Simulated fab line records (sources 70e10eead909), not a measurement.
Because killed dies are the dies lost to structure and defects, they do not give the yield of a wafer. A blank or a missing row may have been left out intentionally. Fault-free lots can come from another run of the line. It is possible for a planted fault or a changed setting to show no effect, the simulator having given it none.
fab line records	flow nand_harc
record lots=6	wafers=18	last_day=33
route steps=1302 shown A_ONON_D1@426 END@1302
lots with no fault: from the same line, run without faults
start_h: hours from the record's opening day to when the first of the lot's shown wafers began	wait_h: how many hours have passed since the lot's step before this one	" same as the row above	L1.1+2: several wafers, shown together as one row	- no value present, or no start provided	* or withheld: withheld	< > ~ a bound
route shown NAME@n: names a module that has steps shown in the file, with the first one's number in the route	usual: mean/standard deviation of fault-free wafers	same: alike in all rows	chamber/n: place in a boat	sites: per-site readings	_std_site: standard deviation across them	_edge_site: the outer-site mean with the inner-site mean subtracted	radius_mm: how far each site lies from the wafer's centre	mask NAME#n: copy n	behind: the tool/chamber that last shaped the wafer	hold: why the lot was held/for how many hours/how that ended	device: the n, p or np transistor that did not switch	end of line: tests run on the same wafers once the route is complete	a step given without rows: its recipe and nothing more	killed: dies lost to structure and defects at the first sort, not the wafer's yield	map: shows each die of a wafer: x if killed, . if not, _ if none is there
set.NAME: the setting the step ran with; set.NAME@STEP: the setting that earlier step ran with	model.NAME: the simulator's own value behind a step, which no gauge read
lots seen at some steps along the route; tables by step, rows by wafer
services: the hour from which a tool's chamber was out of use, counted from the record's first day as start_h (under 0 if before that day), plus the number of hours and why
## steps
# step NHARC_A_ONON_D1_DEP_03
# recipe target_thk_a=10000	n2_flow_sccm=2750	n2o_flow_sccm=2000	nh3_flow_sccm=500	sih4_flow_sccm=210	temp_c=400
# step NHARC_A_ONON_D1_THK_MEAS_05
# recipe thk_meas_gauge=ellipsometry
# usual thk_nm=1000/12
lot.wafer	tool	chamber	start_h	wait_h	thk_nm
L706.1	film_metro-01	-	184.86	-	997
L706.5	"	-	"	"	995
L706.6	"	-	"	"	996
L707.1	film_metro-01	-	191.06	-	995
L707.2	"	-	"	"	995
L707.3	"	-	"	"	995
L709.2	film_metro-02	-	212.04	-	1002
L709.5	"	-	"	"	1002
L709.6	"	-	"	"	1000
L710.1	film_metro-02	-	219.90	-	1016
L710.3	"	-	"	"	1016
L710.5	"	-	"	"	1016
L721.1	film_metro-02	-	323.00	-	1015
L721.2	"	-	"	"	1014
L721.5	"	-	"	"	1014
L727.3	film_metro-02	-	398.03	-	997
L727.4	"	-	"	"	1000
L727.6	"	-	"	"	998
# step NHARC_A_ONON_D1_DEP_06
# recipe target_thk_a=10000	n2_flow_sccm=2750	n2o_flow_sccm=2000	nh3_flow_sccm=500	sih4_flow_sccm=210	temp_c=400
# step NHARC_A_ONON_D1_THK_MEAS_08
# recipe thk_meas_gauge=ellipsometry
# usual thk_nm=1000/6.6
lot.wafer	tool	chamber	start_h	wait_h	thk_nm
L706.1	film_metro-02	-	185.43	-	992
L706.5	"	-	"	"	995
L706.6	"	-	"	"	994
L707.1	film_metro-01	-	191.63	-	998
L707.2	"	-	"	"	1000
L707.3	"	-	"	"	1000
L709.2	film_metro-02	-	212.61	-	994
L709.5	"	-	"	"	993
L709.6	"	-	"	"	992
L710.1	film_metro-02	-	220.47	-	1002
L710.3	"	-	"	"	1000
L710.5	"	-	"	"	1000
L721.1	film_metro-01	-	323.70	-	989
L721.2	"	-	"	"	989
L721.5	"	-	"	"	988
L727.3	film_metro-02	-	398.60	-	1002
L727.4	"	-	"	"	1000
L727.6	"	-	"	"	999
# step NHARC_A_ONON_D1_DEP_09
# recipe target_thk_a=10000	n2_flow_sccm=2750	n2o_flow_sccm=2000	nh3_flow_sccm=500	sih4_flow_sccm=210	temp_c=400
# step NHARC_A_ONON_D1_THK_MEAS_11
# recipe thk_meas_gauge=ellipsometry
# usual thk_nm=997/9.7
lot.wafer	tool	chamber	start_h	wait_h	thk_nm
L706.1	film_metro-01	-	186.00	-	993
L706.5	"	-	"	"	990
L706.6	"	-	"	"	992
L707.1	film_metro-02	-	192.19	-	992
L707.2	"	-	"	"	991
L707.3	"	-	"	"	990
L709.2	film_metro-01	-	213.17	-	998
L709.5	"	-	"	"	997
L709.6	"	-	"	"	998
L710.1	film_metro-02	-	221.03	-	993
L710.3	"	-	"	"	995
L710.5	"	-	"	"	992
L721.1	film_metro-01	-	324.39	-	1001
L721.2	"	-	"	"	1002
L721.5	"	-	"	"	1003
L727.3	film_metro-02	-	399.17	-	988
L727.4	"	-	"	"	985
L727.6	"	-	"	"	985
# step NHARC_A_ONON_D1_DEP_12
# recipe target_thk_a=10000	n2_flow_sccm=2750	n2o_flow_sccm=2000	nh3_flow_sccm=500	sih4_flow_sccm=210	temp_c=400
# step NHARC_A_ONON_D1_THK_MEAS_14
# recipe thk_meas_gauge=ellipsometry
# usual thk_nm=1001/6.8
lot.wafer	tool	chamber	start_h	wait_h	thk_nm
L706.1	film_metro-01	-	186.56	-	1020
L706.5	"	-	"	"	1019
L706.6	"	-	"	"	1019
L707.1	film_metro-01	-	192.76	-	995
L707.2	"	-	"	"	993
L707.3	"	-	"	"	994
L709.2	film_metro-02	-	213.74	-	1012
L709.5	"	-	"	"	1013
L709.6	"	-	"	"	1009
L710.1	film_metro-01	-	221.60	-	993
L710.3	"	-	"	"	996
L710.5	"	-	"	"	993
L721.1	film_metro-02	-	324.96	-	1007
L721.2	"	-	"	"	1009
L721.5	"	-	"	"	1007
L727.3	film_metro-01	-	399.74	-	1005
L727.4	"	-	"	"	1005
L727.6	"	-	"	"	1005
# step NHARC_A_ONON_D1_ANNEAL_15
# recipe temp_c=750	time_s=3600
# step NHARC_A_ONON_D1_DEP_16
# recipe target_thk_a=10000	n2_flow_sccm=2750	n2o_flow_sccm=2000	nh3_flow_sccm=500	sih4_flow_sccm=210	temp_c=400
# step NHARC_A_ONON_D1_THK_MEAS_18
# recipe thk_meas_gauge=ellipsometry
# usual thk_nm=999/7.6
lot.wafer	tool	chamber	start_h	wait_h	thk_nm
L706.1	film_metro-01	-	196.87	-	995
L706.5	"	-	"	"	997
L706.6	"	-	"	"	997
L707.1	film_metro-02	-	201.94	-	998
L707.2	"	-	"	"	998
L707.3	"	-	"	"	997
L709.2	film_metro-02	-	223.39	-	997
L709.5	"	-	"	"	997
L709.6	"	-	"	"	997
L710.1	film_metro-01	-	229.62	-	1000
L710.3	"	-	"	"	1000
L710.5	"	-	"	"	1000
L721.1	film_metro-01	-	332.59	-	999
L721.2	"	-	"	"	1000
L721.5	"	-	"	"	998
L727.3	film_metro-02	-	408.05	-	999
L727.4	"	-	"	"	1002
L727.6	"	-	"	"	1000
# step NHARC_A_ONON_D1_DEP_19
# recipe target_thk_a=10000	n2_flow_sccm=2750	n2o_flow_sccm=2000	nh3_flow_sccm=500	sih4_flow_sccm=210	temp_c=400
# usual sih4_flow_sccm=210.0/0.61
lot.wafer	tool	chamber	start_h	wait_h	sih4_flow_sccm
L706.1	pecvd_onon-04	0	196.93	0.1	210.8
L706.5	"	0	"	"	209.7
L706.6	"	0	"	"	209.5
L707.1	pecvd_onon-03	0	201.99	0.1	209.9
L707.2	"	0	"	"	209.8
L707.3	"	0	"	"	209.7
L709.2	pecvd_onon-04	0	223.51	0.1	208.8
L709.5	"	0	"	"	210.3
L709.6	"	0	"	"	209.4
L710.1	pecvd_onon-04	0	229.68	0.1	209.6
L710.3	"	0	"	"	209.2
L710.5	"	0	"	"	209.0
L721.1	pecvd_onon-03	0	332.65	0.1	210.2
L721.2	"	0	"	"	210.4
L721.5	"	0	"	"	210.7
L727.3	pecvd_onon-02	0	408.22	0.2	209.8
L727.4	"	0	"	"	211.3
L727.6	"	0	"	"	210.1
# step NHARC_A_ONON_D1_THK_MEAS_21
# recipe thk_meas_gauge=ellipsometry
# usual thk_nm=1001/11
lot.wafer	tool	chamber	start_h	wait_h	thk_nm
L706.1	film_metro-01	-	197.44	-	1007
L706.5	"	-	"	"	1009
L706.6	"	-	"	"	1009
L707.1	film_metro-01	-	202.51	-	1000
L707.2	"	-	"	"	999
L707.3	"	-	"	"	1001
L709.2	film_metro-02	-	223.96	-	1256
L709.5	"	-	"	"	1255
L709.6	"	-	"	"	1255
L710.1	film_metro-02	-	230.18	-	1274
L710.3	"	-	"	"	1274
L710.5	"	-	"	"	1275
L721.1	film_metro-02	-	333.16	-	1011
L721.2	"	-	"	"	1011
L721.5	"	-	"	"	1010
L727.3	film_metro-02	-	408.61	-	1009
L727.4	"	-	"	"	1009
L727.6	"	-	"	"	1009
# step NHARC_A_ONON_D1_DEP_22
# recipe target_thk_a=10000	n2_flow_sccm=2750	n2o_flow_sccm=2000	nh3_flow_sccm=500	sih4_flow_sccm=210	temp_c=400
# step NHARC_END_SORT_01
# recipe temp_c=25
# usual killed_at_array=58/20	killed_at_other=0.9/1.4	killed_at_periphery=4/3.1	killed_dies=63/20	killed_open=3.3/1.8	killed_short=2.4/1.5
# same gross_dies=677
lot.wafer	tool	chamber	start_h	wait_h	killed_at_array	killed_at_other	killed_at_periphery	killed_dies	killed_open	killed_short
L709.2	prober-02	0	614.70	2.8	676	0	1	677	5	2
L709.5	prober-02	0	617.07	3.7	674	0	3	677	5	2
L709.6	prober-02	0	617.87	4.0	671	4	2	677	4	4
L710.1	prober-02	0	633.34	2.5	671	3	3	677	3	3
L710.3	prober-02	0	634.94	3.1	674	1	2	677	2	4
L710.5	prober-02	0	636.54	3.7	676	0	1	677	3	1
# killed by level:class
L709.2 A_ONON_D1:area_dep=602 A_CHANNEL_HOLE_D2:chamber_film_flake=29 A_SLIT:chamber_film_flake=27 A_CONTACT:chamber_film_flake=6 A_CHANNEL_HOLE_D1:chamber_film_flake=3 A_WL_FILL:geometric_particle:short=2 A_WL_FILL:chamber_film_flake=2 P_M1:geometric_particle:open=1
L709.5 A_ONON_D1:area_dep=598 A_CHANNEL_HOLE_D2:chamber_film_flake=34 A_SLIT:chamber_film_flake=28 A_CHANNEL_HOLE_D1:chamber_film_flake=4 A_CONTACT:chamber_film_flake=4 P_CONTACT:geometric_particle:open=1 P_M1:geometric_particle:open=1 P_M2:geometric_particle:open=1
L709.6 A_ONON_D1:area_dep=606 A_CHANNEL_HOLE_D2:chamber_film_flake=34 A_SLIT:chamber_film_flake=15 A_CHANNEL_HOLE_D1:chamber_film_flake=4 THIN_TSV:chamber_film_flake=4 A_WL_FILL:geometric_particle:short=2 A_CONTACT:chamber_film_flake=2 P_M0:geometric_particle:open=1
L710.1 A_ONON_D1:area_dep=647 A_CHANNEL_HOLE_D2:chamber_film_flake=7 A_M1:chamber_film_flake=3 THIN_TSV:chamber_film_flake=3 A_ONON_D1:geometric_particle:open=2 P_ZERO_WELL:chamber_film_flake=2 A_DECK1_JOINT:chamber_film_flake=2 A_CHANNEL_FILL_D2:chamber_film_flake=2
L710.3 A_ONON_D1:area_dep=648 A_CHANNEL_HOLE_D2:chamber_film_flake=9 A_CONTACT:chamber_film_flake=4 A_CHANNEL_HOLE_D1:chamber_film_flake=2 A_WL_FILL:chamber_film_flake=2 A_M1:chamber_film_flake=2 P_CONTACT:geometric_particle:open=1 P_M0:geometric_particle:open=1
L710.5 A_ONON_D1:area_dep=651 A_CHANNEL_HOLE_D2:chamber_film_flake=5 A_CONTACT:chamber_film_flake=5 A_CHANNEL_HOLE_D1:chamber_film_flake=4 A_SLIT:chamber_film_flake=3 A_DECK1_JOINT:chamber_film_flake=2 P_M0:geometric_particle:open=1 A_ONON_D1:geometric_particle:short=1
# map L709.2 (x killed, . not)
____________x____________
_________xxxxxxx_________
_______xxxxxxxxxxx_______
______xxxxxxxxxxxxx______
_____xxxxxxxxxxxxxxx_____
____xxxxxxxxxxxxxxxxx____
____xxxxxxxxxxxxxxxxx____
___xxxxxxxxxxxxxxxxxxx___
___xxxxxxxxxxxxxxxxxxx___
__xxxxxxxxxxxxxxxxxxxxx__
__xxxxxxxxxxxxxxxxxxxxx__
_xxxxxxxxxxxxxxxxxxxxxxx_
_xxxxxxxxxxxxxxxxxxxxxxx_
_xxxxxxxxxxxxxxxxxxxxxxx_
_xxxxxxxxxxxxxxxxxxxxxxx_
_xxxxxxxxxxxxxxxxxxxxxxx_
xxxxxxxxxxxxxxxxxxxxxxxxx
xxxxxxxxxxxxxxxxxxxxxxxxx
xxxxxxxxxxxxxxxxxxxxxxxxx
xxxxxxxxxxxxxxxxxxxxxxxxx
xxxxxxxxxxxxxxxxxxxxxxxxx
_xxxxxxxxxxxxxxxxxxxxxxx_
_xxxxxxxxxxxxxxxxxxxxxxx_
_xxxxxxxxxxxxxxxxxxxxxxx_
_xxxxxxxxxxxxxxxxxxxxxxx_
_xxxxxxxxxxxxxxxxxxxxxxx_
__xxxxxxxxxxxxxxxxxxxxx__
__xxxxxxxxxxxxxxxxxxxxx__
___xxxxxxxxxxxxxxxxxxx___
___xxxxxxxxxxxxxxxxxxx___
____xxxxxxxxxxxxxxxxx____
____xxxxxxxxxxxxxxxxx____
_____xxxxxxxxxxxxxxx_____
______xxxxxxxxxxxxx______
_______xxxxxxxxxxx_______
_________xxxxxxx_________
____________x____________
# map L710.1 (x killed, . not)
____________x____________
_________xxxxxxx_________
_______xxxxxxxxxxx_______
______xxxxxxxxxxxxx______
_____xxxxxxxxxxxxxxx_____
____xxxxxxxxxxxxxxxxx____
____xxxxxxxxxxxxxxxxx____
___xxxxxxxxxxxxxxxxxxx___
___xxxxxxxxxxxxxxxxxxx___
__xxxxxxxxxxxxxxxxxxxxx__
__xxxxxxxxxxxxxxxxxxxxx__
_xxxxxxxxxxxxxxxxxxxxxxx_
_xxxxxxxxxxxxxxxxxxxxxxx_
_xxxxxxxxxxxxxxxxxxxxxxx_
_xxxxxxxxxxxxxxxxxxxxxxx_
_xxxxxxxxxxxxxxxxxxxxxxx_
xxxxxxxxxxxxxxxxxxxxxxxxx
xxxxxxxxxxxxxxxxxxxxxxxxx
xxxxxxxxxxxxxxxxxxxxxxxxx
xxxxxxxxxxxxxxxxxxxxxxxxx
xxxxxxxxxxxxxxxxxxxxxxxxx
_xxxxxxxxxxxxxxxxxxxxxxx_
_xxxxxxxxxxxxxxxxxxxxxxx_
_xxxxxxxxxxxxxxxxxxxxxxx_
_xxxxxxxxxxxxxxxxxxxxxxx_
_xxxxxxxxxxxxxxxxxxxxxxx_
__xxxxxxxxxxxxxxxxxxxxx__
__xxxxxxxxxxxxxxxxxxxxx__
___xxxxxxxxxxxxxxxxxxx___
___xxxxxxxxxxxxxxxxxxx___
____xxxxxxxxxxxxxxxxx____
____xxxxxxxxxxxxxxxxx____
_____xxxxxxxxxxxxxxx_____
______xxxxxxxxxxxxx______
_______xxxxxxxxxxx_______
_________xxxxxxx_________
____________x____________
## services
tool	chamber	start_h	hours	kind
pecvd_onon-02	-	185.27	13.0	pm
pecvd_onon-03	-	213.29	4.6	repair
pecvd_onon-03	-	232.75	13.0	pm
pecvd_onon-03	-	304.18	1.9	repair
pecvd_onon-04	-	311.08	13.0	pm
pecvd_onon-02	-	366.27	13.0	pm
## key
first_sign step=NHARC_A_ONON_D1_THK_MEAS_21	reading=thk_nm	direction=up	sigmas=25	usual=1001	struck=1265
effect step=NHARC_END_SORT_01	reading=killed_at_array	direction=up	sigmas=32	usual=58	struck=674
more_kills_born_at NHARC_A_ONON_D1_DEP_19@pecvd_onon-04=3752
met_at NHARC_A_ONON_D1_DEP_19
struck_wafers L709.2,L709.5,L709.6,L710.1,L710.3,L710.5
later_rows_left_out L709.2,L709.5,L709.6,L710.1,L710.3,L710.5
tester_left_out L709,L710
onset_between 196.93 223.51
fault kind=process_parameter_drift	tool=pecvd_onon-04	chamber=-	onset_h=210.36	steps=NHARC_A_ONON_D1_DEP_19	channel=target_thk_a	offset=*	shape=step	end_h=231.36	acts_in=*	stated=*
# tester_left_out: of these lots the tester's yield and bins aren't shown, on N5 and GAA mostly nor the transistor test; their killed dies are dies lost to structure and defects alone, not to doping, threshold or leakage, so they don't give the yield
# later_rows_left_out: the simulator's readings of these wafers behind a module that went badly wrong aren't trusted and aren't shown, but for the sort
